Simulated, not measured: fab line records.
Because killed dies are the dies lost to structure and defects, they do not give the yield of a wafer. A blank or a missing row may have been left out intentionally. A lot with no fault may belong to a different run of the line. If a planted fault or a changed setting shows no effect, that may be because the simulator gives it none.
A lot that was struck, set against a sound lot / flow nand-harc / 14 out of 1302 route steps
Sound: these wafers, L135.1, L135.2, L135.5. The struck wafers were L129.1, L129.4, L129.6. The cause is named last.
At each step with rows: each side's tool, then ch and its chambers, then its first start. Under that, the readings that differ: sound wafers / struck wafers / difference of the means / sigmas: that difference in standard deviations of wafers without a fault.
alike: same words and numbers on both sides, and readings whose means sit less than 2 such deviations apart. not compared: any withheld reading, any reading some wafer has no value for, any bound like >300 that may hide the same value, and any number with overlapping values for which the record gives no deviation.
A row with sigmas, a row that says differs or no value, or rows on one side alone: a step with any of these is where the two part. When numbers do not overlap yet have no deviation, they are printed without sigmas and do not part them. A reading missing from all wafers of one side parts the sides only when that side holds two or more wafers.

first, 9 steps without rows for these wafers: NHARC_THIN_TSV_PVD_24 (deposits Al, target thk 800 nm); NHARC_THIN_TSV_DEHYDRATE_25 (time 120 s); NHARC_THIN_TSV_HMDS_26 (time 30 s); NHARC_THIN_TSV_COAT_27; NHARC_THIN_TSV_SOFTBAKE_28 (time 95 s); NHARC_THIN_TSV_EBR_29; NHARC_THIN_TSV_EXPOSE_30 (exposes mask PAD); NHARC_THIN_TSV_PEB_31 (peb time 85 s); NHARC_THIN_TSV_DEVELOP_32 (time 70 s).
NHARC_THIN_TSV_CD_MEAS_33: the cd target is 5000 nm.
  sound on cd-sem-01 ch 0, day 32 18:51; struck on cd-sem-03 ch 0, day 29 21:17
  alike: cd-nm
then, 1 step without rows for these wafers: NHARC_THIN_TSV_HARDBAKE_34 (time 80 s).
NHARC_THIN_TSV_DESCUM_35: chemistry O2, time 3 s.
  sound on rie-diel-12 ch 0,1, day 32 19:01; struck on rie-diel-12 ch 0,2,3, day 29 21:26
  alike: drypump-motor-current-A, o2-flow-sccm, oes-product-au, rf-vpp-V, showerhead-plenum-p-Torr, throttle-valve-pct
  not compared: rf-hours-counter-h
NHARC_THIN_TSV_ETCH_59: etches the open film in Cl2/BCl3, target depth 880 nm, time 138.1 s.
  sound on rie-metal-01 ch 0,1, day 32 19:10; struck on rie-metal-02 ch 0,1, day 29 21:37
  no value came back on the struck wafers for any of 6 readings (bcl3-flow-sccm (sccm), bias-w (W) and others); on the sound wafers bcl3-flow-sccm (sccm) reads 29.97 30.04 30.02
  not compared: rf-hours-counter-h
NHARC_THIN_TSV_ETCH_36: etches the open film in Cl2/BCl3, target depth 65 nm, time 18.571 s.
  sound on rie-metal-01 ch 0,1, day 32 19:26; struck on rie-metal-02 ch 0,1, day 29 21:50
  alike: chamber-pressure-mTorr, drypump-motor-current-A, oes-product-au
  not compared: rf-hours-counter-h

WHERE THEY PART
Only at NHARC_THIN_TSV_ETCH_59, within this record. Later steps at which nothing parts them and some readings are alike: NHARC_THIN_TSV_ETCH_36.

WHY: what the simulator had put in
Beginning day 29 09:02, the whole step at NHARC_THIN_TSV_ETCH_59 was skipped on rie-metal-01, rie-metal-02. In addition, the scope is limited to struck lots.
